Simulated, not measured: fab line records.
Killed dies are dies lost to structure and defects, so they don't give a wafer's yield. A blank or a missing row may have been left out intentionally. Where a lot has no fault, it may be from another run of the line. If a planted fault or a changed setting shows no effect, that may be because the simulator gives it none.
A struck lot beside a sound one	flow n5_finfet	39 steps out of a route of 1938
Sound: the wafers L415.2, L415.3, L415.6. Struck: wafer L423.3; the same lot's L423.2 was not struck, so it is left out; see the end for the cause.
Per side, at each step with rows, come the tool, then ch with its chambers, and then its first start. Under that, the readings that differ: sound wafers	struck wafers	difference of the means	sigmas: that difference in standard deviations of wafers without a fault.
alike: same words and numbers on both sides, and readings whose means sit less than 2 such deviations apart. not compared: any withheld reading, any reading some wafer has no value for, any bound like >300 that may hide the same value, and any number with overlapping values for which the record gives no deviation.
The two part at a step that has a row with sigmas, a row that says differs or no value, or rows on one side only. Numbers that have no deviation but don't overlap get no sigmas and don't part them. A reading missing from all wafers of one side parts the sides only when that side holds two or more wafers.

first, 11 steps without rows for these wafers: N5_BEOL_M2_STRIP_65 (strips in N2/H2); N5_BEOL_M2_STRIP_75 (strips in N2/H2); N5_BEOL_M2_STRIP_66 (strips in CF4); N5_BEOL_M2_HM_OPEN_17 (chemistry Cl2/BCl3, target TiN, target depth 20 nm, overetch 6 nm); N5_BEOL_M2_STRIP_19 (strips in O2); N5_BEOL_M2_COAT_67 (time 60 s, resist thk 60 nm); N5_BEOL_M2_COAT_68 (time 60 s, resist thk 12 nm); N5_BEOL_M2_COAT_76 (time 60 s, resist thk 5 nm); N5_BEOL_M2_COAT_22 (resist thk 30 nm); N5_BEOL_M2_EBR_24; N5_BEOL_M2_SOFTBAKE_23 (time 60 s).
N5_BEOL_M2_EXPOSE_25: exposes mask V1, defocus 5 nm.
  sound on euv_scanner-01 ch 0, day 8 09:29; struck on euv_scanner-01 ch 0, day 10 04:10
  alike: mask
then, 2 steps without rows for these wafers: N5_BEOL_M2_PEB_26 (peb time 60 s); N5_BEOL_M2_DEVELOP_27 (develop time 30 s).
N5_BEOL_M2_CD_MEAS_28: target cd 26.2 nm, target cd y 24.1 nm.
  sound on cd_sem-01 ch 0, day 8 09:38; struck on cd_sem-03 ch 0, day 10 04:19
reading	sound	struck	difference	sigmas
cd_nm (nm)	26.61 26.51 25.97	23.37	-2.99	-12
then, 22 steps without rows for these wafers: N5_BEOL_M2_DESCUM_33 (chemistry O2, time 7 s); N5_BEOL_M2_ETCH_77 (etches underlayer in N2/H2, target depth 6.5 nm, time 5.2 s); N5_BEOL_M2_ETCH_69 (etches SiARC in CF4, target depth 15.6 nm, time 26 s); N5_BEOL_M2_ALD_98 (deposits SiO2, target thk 2.5 nm, pulse time 1 s, co reactant pulse time 1 s); N5_BEOL_M2_ETCHBACK_99 (etches SiO2 in CHF3, target depth 5 nm, time 10.4 s); N5_BEOL_M2_ETCH_70 (etches SOC in N2/H2, target depth 80 nm, overetch 24 nm, time 130 s); N5_BEOL_M2_STRIP_71 (strips in N2/H2); N5_BEOL_M2_STRIP_78 (strips in N2/H2); N5_BEOL_M2_VIA_ETCH_34 (etches the open film in C4F6/O2, target depth 69.4 nm, time 65.9 s); N5_BEOL_M2_STRIP_83 (strips in C4F6/O2); N5_BEOL_M2_STRIP_36 (strips in N2/H2); N5_BEOL_M2_TRENCH_ETCH_37 (etches SiOC in C4F6/O2, target depth 55.555 nm, time 29.2 s); N5_BEOL_M2_ETCH_41 (etches SiCN in CH3F/O2, target depth 29.9 nm, time 52.5 s); N5_BEOL_M2_STRIP_97 (strips in N2/H2, time 10 s); N5_BEOL_M2_HM_STRIP_39 (strips TiN in peroxide tin strip, target depth 25 nm, time 158 s); N5_BEOL_M2_SRD_40 (time 30 s); N5_BEOL_M2_PRECLEAN_42 (cleans in residue remover, time 60 s); N5_BEOL_M2_SRD_43 (time 30 s); N5_BEOL_M2_DEGAS_44 (time 60 s); N5_BEOL_M2_PRE_CLEAN_45 (time 30 s); N5_BEOL_M2_ALD_84 (deposits TaN, pulse time 2 s, purge time 3 s, co reactant purge time 2 s); N5_BEOL_M2_SURFACE_TREAT_85.
N5_BEOL_M4_RC_MEAS_101:
  the record has rows for the sound wafers here (prober-02 ch 0, day 10 07:04) and none for the struck ones
-- a jump in the record: the struck wafers' starts before and after are 7 days apart (it breaks off in module BEOL_M4 and resumes in module PASSIVATION, where the first step shown is number 1936 of the route) --
N5_PASSIVATION_PROBE_49:
  struck on prober-01, day 17 05:07; sound on prober-02, day 15 20:04
reading	sound	struck	difference	sigmas
defect_limited_yield (%)	89.7 93.6 91.9	0	-92	-66
killed_at_M0_to_M3	63 21 24	1102	+1066	+99 or more
killed_dies	122 76 96	1180	+1082	+64
killed_on_rim	21 6 11	152	+139	+33
sort_n_pass	1058 1101 1084	0	-1081	-64
sort_yield_pct (%)	89.7 93.3 91.9	0	-92	-65
  alike: killed_at_M4_up, killed_at_contacts, killed_at_front_end, killed_at_other, killed_open, killed_short, sort_bin_4_leakage, sort_bin_5_function, sort_bin_6_memory, sort_bin_8_speed

WHERE THEY PART
Last at N5_PASSIVATION_PROBE_49 as far as this record goes, first at N5_BEOL_M2_CD_MEAS_28.

WHY: what the simulator had put in
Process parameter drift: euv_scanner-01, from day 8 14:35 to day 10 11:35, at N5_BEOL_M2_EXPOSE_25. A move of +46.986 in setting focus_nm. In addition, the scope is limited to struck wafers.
